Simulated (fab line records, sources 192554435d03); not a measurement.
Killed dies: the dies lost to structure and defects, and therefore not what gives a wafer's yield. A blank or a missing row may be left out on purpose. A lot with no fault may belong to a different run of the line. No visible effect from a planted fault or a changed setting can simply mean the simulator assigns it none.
fab line records -- flow n5Finfet -- part 2 of 2: steps 20 to 26 of 26
record lots=5, wafers=15, lastDay=17
route steps=1938 shown BEOL_M0_SAQP@669
lots that met no fault: taken from a fault-free run of the same line
startH: the number of hours between the record's first day and the start of the first shown wafer of the lot -- waitH: hours since the lot's step before -- " same as the row above -- L1.1+2: one row covering several wafers at once -- - value missing, or start not given -- * or withheld: withheld -- < > ~ a bound
route shown NAME@n: names a module that has steps shown in the file, with the first one's number in the route -- usual: mean and standard deviation over wafers with no fault -- same: alike in all rows -- chamber/n: place in a boat -- sites: readings site by site -- _std_site: their standard deviation -- _edge_site: mean of outer sites minus mean of inner sites -- radiusMm: how far each site lies from the wafer's centre -- mask NAME#n: copy n -- behind: the tool/chamber that last shaped the wafer -- hold: the reason the lot was held/the length of the hold in hours/how it ended -- device: the transistor (n, p or np) that didn't switch -- end of line: at the end of the route, the tests of the same wafers -- for a step that has no rows: nothing shown but its recipe -- killed: at the first sort, the dies lost to defects and structure; wafer yield is something else -- map: the dies of a wafer, with x for killed, . for not killed, _ for no die there
set.NAME: the run value of the setting; set.NAME@STEP: its run value at that earlier step -- model.NAME: the simulator's own value behind a step, which no gauge read
lots seen at some steps along the route; tables by step, rows by wafer
services: from which hour (startH, from the record's first day; less than 0 if before it) a tool's chamber was out of use, for how many hours, and why
## steps
# step N5_BEOL_M0_SAQP_DEVELOP_39
# recipe developTimeS=30, developer=TMAH, resist=CAR-EUV, rinseLiquid=surfactantRinse, dry=airSpin, devTempC=23
lot.wafer,tool,chamber,startH,waitH
L074.2+3+6,lithoTrack-04,0,-,-
L082.1+3+6,lithoTrack-01,0,-,-
L084.2+3+6,lithoTrack-01,0,-,-
L088.4+5+6,lithoTrack-04,0,-,-
L092.2+3+6,lithoTrack-05,0,-,-
# step N5_BEOL_M0_SAQP_CD_MEAS_40
# recipe targetCdNm=30, landingEnergyEv=500, detector=seInlens
# usual cdNm=29.98/0.25
lot.wafer,tool,chamber,startH,waitH,cdNm
L074.2,cdSem-01,0,120.10,-,29.78
L074.3,cdSem-01,0,120.10,-,30.13
L074.6,cdSem-01,0,120.10,-,30.04
L082.1,cdSem-02,0,162.71,-,30.25
L082.3,cdSem-02,0,162.71,-,30.27
L082.6,cdSem-02,0,162.71,-,30.50
L084.2,cdSem-01,0,175.46,-,30.01
L084.3,cdSem-01,0,175.46,-,29.97
L084.6,cdSem-01,0,175.46,-,30.21
L088.4,cdSem-02,0,196.72,-,29.57
L088.5,cdSem-02,0,196.72,-,29.88
L088.6,cdSem-02,0,196.72,-,30.18
L092.2,cdSem-01,0,223.49,-,30.13
L092.3,cdSem-01,0,223.49,-,29.93
L092.6,cdSem-01,0,223.49,-,30.11
# step N5_BEOL_M0_SAQP_OVL_MEAS_41
# recipe pointsPerWafer=522
# usual M0_CUT1_OVL=0.1/0.7
lot.wafer,tool,chamber,startH,waitH,M0_CUT1_OVL[nm]
L074.2,overlay-02,0,120.14,0.0,0.9
L074.3,overlay-02,0,120.14,0.0,0.2
L074.6,overlay-02,0,120.14,0.0,1.1
L082.1,overlay-02,0,162.74,0.0,-1.4
L082.3,overlay-02,0,162.74,0.0,-1.6
L082.6,overlay-02,0,162.74,0.0,-0.6
L084.2,overlay-01,0,175.49,0.0,0.3
L084.3,overlay-01,0,175.49,0.0,-0.1
L084.6,overlay-01,0,175.49,0.0,1.0
L088.4,overlay-02,0,196.77,0.0,0.1
L088.5,overlay-02,0,196.77,0.0,-0.2
L088.6,overlay-02,0,196.77,0.0,-0.3
L092.2,overlay-01,0,223.52,0.0,0.7
L092.3,overlay-01,0,223.52,0.0,0.1
L092.6,overlay-01,0,223.52,0.0,0.6
# step N5_BEOL_M0_SAQP_INSPECT_42
# recipe mode=adi, inspectInstrument=brightfield
# usual rawDefectCount=352/99
lot.wafer,tool,chamber,startH,waitH,rawDefectCount
L074.2,defectInspect-02,-,120.19,0.0,294
L074.3,defectInspect-02,-,120.19,0.0,477
L074.6,defectInspect-02,-,120.19,0.0,347
L082.1,defectInspect-01,-,162.80,0.1,209
L082.3,defectInspect-01,-,162.80,0.1,232
L082.6,defectInspect-01,-,162.80,0.1,232
L084.2,defectInspect-01,-,175.55,0.0,285
L084.3,defectInspect-01,-,175.55,0.0,282
L084.6,defectInspect-01,-,175.55,0.0,249
L088.4,defectInspect-01,-,196.81,0.0,397
L088.5,defectInspect-01,-,196.81,0.0,504
L088.6,defectInspect-01,-,196.81,0.0,413
L092.2,defectInspect-02,-,223.58,0.0,261
L092.3,defectInspect-02,-,223.58,0.0,342
L092.6,defectInspect-02,-,223.58,0.0,180
# step N5_BEOL_M0_SAQP_DESCUM_45
# recipe chemistry=O2, timeS=7, sourcePowerW=50, biasPowerW=20, pressureMtorr=20, rfFrequencyHz=2.712e+07, tempC=40, resist=CAR-EUV, o2FlowSccm=225
# usual drypumpMotorCurrentA=5.8/0.52, oesProductAu=0.75/0.074, rfVppV=243.0/1.3, showerheadPlenumPTorr=2.08/0.069, tempC=40.01/0.11, throttleValvePct=20.57/0.24
lot.wafer,tool,chamber,startH,waitH,drypumpMotorCurrentA,oesProductAu,rfHoursCounterH,rfVppV,showerheadPlenumPTorr,tempC,throttleValvePct
L074.2,rieDiel-04,2,120.23,0.0,5.5,0.77,149,244.1,2.19,40.01,20.48
L074.3,rieDiel-04,3,120.23,0.0,5.6,0.71,220,241.3,1.98,40.08,20.78
L074.6,rieDiel-04,1,120.23,0.0,6.5,0.79,-,241.5,2.01,39.93,20.56
L082.1,rieDiel-04,2,162.90,0.1,5.5,0.76,163,244.5,2.18,39.79,20.49
L082.3,rieDiel-04,1,162.90,0.1,6.6,0.77,155,242.6,2.01,40.13,20.58
L082.6,rieDiel-04,3,162.90,0.1,5.7,0.70,-,241.9,1.97,39.93,20.82
L084.2,rieDiel-02,0,175.92,0.4,6.0,0.71,215,244.0,2.07,40.06,20.83
L084.3,rieDiel-02,2,175.92,0.4,5.6,0.76,136,242.8,2.11,40.06,20.27
L084.6,rieDiel-02,0,175.92,0.4,6.0,0.71,-,243.2,2.07,39.83,20.81
L088.4,rieDiel-04,2,196.84,0.0,5.5,0.75,174,244.2,2.18,39.96,20.53
L088.5,rieDiel-04,3,196.84,0.0,5.7,0.68,-,241.2,1.97,40.23,20.83
L088.6,rieDiel-04,2,196.84,0.0,5.5,0.75,-,243.0,2.18,39.87,20.51
L092.2,rieDiel-05,1,223.61,0.0,6.7,0.70,220,242.4,2.06,39.98,20.66
L092.3,rieDiel-05,3,223.61,0.0,5.6,0.70,212,242.2,2.07,40.15,20.97
L092.6,rieDiel-05,1,223.61,0.0,6.7,0.70,-,242.7,2.06,39.89,20.68
# step N5_BEOL_M0_SAQP_ETCH_88
# recipe chemistry=N2/H2, target=underlayer, targetDepthA=65, timeS=5.2, ionEnergyEv=200, maskMaterial=CAR-EUV, pressureMtorr=30, sourceW=840, biasW=150, n2FlowSccm=200, h2FlowSccm=200, ends=cleared
# usual drypumpMotorCurrentA=5.8/0.52, etchRfOnTimeS=5.20/0.084, n2FlowSccm=199.9/0.61, oesProductAu=0.64/0.063, rfVppV=523.4/2.7, showerheadPlenumPTorr=2.53/0.084, throttleValvePct=17.99/0.24
lot.wafer,tool,chamber,startH,waitH,drypumpMotorCurrentA,etchRfOnTimeS,n2FlowSccm,oesProductAu,rfHoursCounterH,rfVppV,showerheadPlenumPTorr,throttleValvePct
L074.2,rieDiel-04,2,120.26,0.0,5.5,5.17,200.6,0.67,149,527.9,2.65,17.83
L074.3,rieDiel-04,3,120.26,0.0,5.7,5.14,200.4,0.61,220,521.9,2.40,18.15
L074.6,rieDiel-04,1,120.26,0.0,6.6,5.14,198.8,0.67,-,521.1,2.44,18.05
L082.1,rieDiel-04,2,162.94,0.0,5.5,5.23,200.6,0.65,163,524.6,2.64,17.87
L082.3,rieDiel-04,1,162.94,0.0,6.6,5.10,200.6,0.66,155,519.3,2.44,18.07
L082.6,rieDiel-04,3,162.94,0.0,5.7,5.15,198.6,0.59,-,521.7,2.40,18.19
L084.2,rieDiel-02,0,175.95,0.0,6.0,5.30,199.8,0.61,215,524.4,2.52,18.35
L084.3,rieDiel-02,2,175.95,0.0,5.6,5.17,199.6,0.65,136,525.0,2.56,17.64
L084.6,rieDiel-02,0,175.95,0.0,6.0,5.27,200.1,0.61,-,523.2,2.52,18.34
L088.4,rieDiel-04,2,196.88,0.0,5.5,5.22,199.3,0.64,174,526.6,2.64,17.89
L088.5,rieDiel-04,3,196.88,0.0,5.7,5.22,199.2,0.59,-,519.3,2.39,18.16
L088.6,rieDiel-04,2,196.88,0.0,5.5,5.21,200.6,0.64,-,526.6,2.64,17.86
L092.2,rieDiel-05,1,223.65,0.0,6.8,5.12,199.9,0.60,220,521.7,2.51,18.10
L092.3,rieDiel-05,3,223.65,0.0,5.6,5.47,200.0,0.60,212,522.7,2.51,18.35
L092.6,rieDiel-05,1,223.65,0.0,6.7,5.12,200.3,0.59,-,520.8,2.51,18.10
# step N5_BEOL_M0_SAQP_ETCH_73
# recipe chemistry=CF4, target=SiARC, targetDepthA=195, maskMaterial=CAR-EUV, timeS=32.5, ionEnergyEv=80, pressureMtorr=40, sourceW=545, biasW=36, Ar_flow_sccm=100, cf4FlowSccm=100, ends=cleared
# usual drypumpMotorCurrentA=5.8/0.52, etchRfOnTimeS=32.5/0.52, oesProductAu=0.64/0.064, rfVppV=184.0/1.2, showerheadPlenumPTorr=2.13/0.067, throttleValvePct=15.78/0.24
lot.wafer,tool,chamber,startH,waitH,drypumpMotorCurrentA,etchRfOnTimeS,oesProductAu,rfHoursCounterH,rfVppV,showerheadPlenumPTorr,throttleValvePct
L074.2,rieDiel-04,2,120.28,0.0,5.5,32.3,0.66,149,185.3,2.23,15.68
L074.3,rieDiel-04,3,120.28,0.0,5.6,32.0,0.61,220,181.1,2.04,16.01
L074.6,rieDiel-04,1,120.28,0.0,6.6,32.2,0.66,-,182.8,2.06,15.72
L082.1,rieDiel-04,2,162.96,0.0,5.5,32.4,0.65,163,186.4,2.23,15.70
L082.3,rieDiel-04,1,162.96,0.0,6.6,31.8,0.67,155,182.7,2.06,15.75
L082.6,rieDiel-04,3,162.96,0.0,5.6,32.2,0.59,-,182.9,2.03,16.02
L084.2,rieDiel-02,0,175.97,0.0,6.0,33.0,0.61,215,184.3,2.12,16.02
L084.3,rieDiel-02,2,175.97,0.0,5.6,31.9,0.66,136,183.3,2.15,15.42
L084.6,rieDiel-02,0,175.97,0.0,6.0,32.6,0.61,-,184.4,2.12,16.02
L088.4,rieDiel-04,2,196.89,0.0,5.5,32.5,0.64,174,184.9,2.22,15.72
L088.5,rieDiel-04,3,196.89,0.0,5.7,32.7,0.59,-,182.3,2.03,16.04
L088.6,rieDiel-04,2,196.89,0.0,5.5,32.4,0.64,-,185.6,2.22,15.71
L092.2,rieDiel-05,1,223.66,0.0,6.7,31.6,0.60,220,183.9,2.12,15.94
L092.3,rieDiel-05,3,223.66,0.0,5.6,33.7,0.59,212,182.6,2.12,16.14
L092.6,rieDiel-05,1,223.66,0.0,6.7,31.6,0.60,-,182.4,2.12,15.94
## services
tool,chamber,startH,hours,kind
rieDiel-04,3,97.35,10.8,repair
rieDiel-04,-,100.48,4.0,repair
euvScanner-01,-,108.63,10.2,repair
vaporEtch-02,-,115.18,0.1,repair
euvScanner-01,-,130.99,4.6,pm
euvScanner-01,-,137.47,0.8,repair
rieDiel-02,-,139.51,0.9,repair
euvScanner-02,-,141.25,1.0,pm
euvScanner-01,-,142.26,1.0,pm
rieSi-04,3,148.11,34.1,repair
rieSi-03,2,158.56,4.0,repair
rieSi-04,1,171.52,1.6,repair
aldSin-01,-,189.68,4.3,pm
euvScanner-02,-,197.40,1.0,pm
euvScanner-01,-,198.41,1.0,pm
vaporEtch-02,-,200.01,0.4,repair
rieDiel-02,0,202.66,7.8,repair
rieSi-03,0,204.71,4.4,repair
rieDiel-02,2,206.69,6.6,repair
rieDiel-04,3,210.24,-,clean
rieDiel-04,3,210.24,-,consumableReplace:focusRing
vaporEtch-02,-,212.12,0.4,repair
aldSin-02,3,212.69,12.1,repair
aldSin-02,1,221.04,5.6,repair
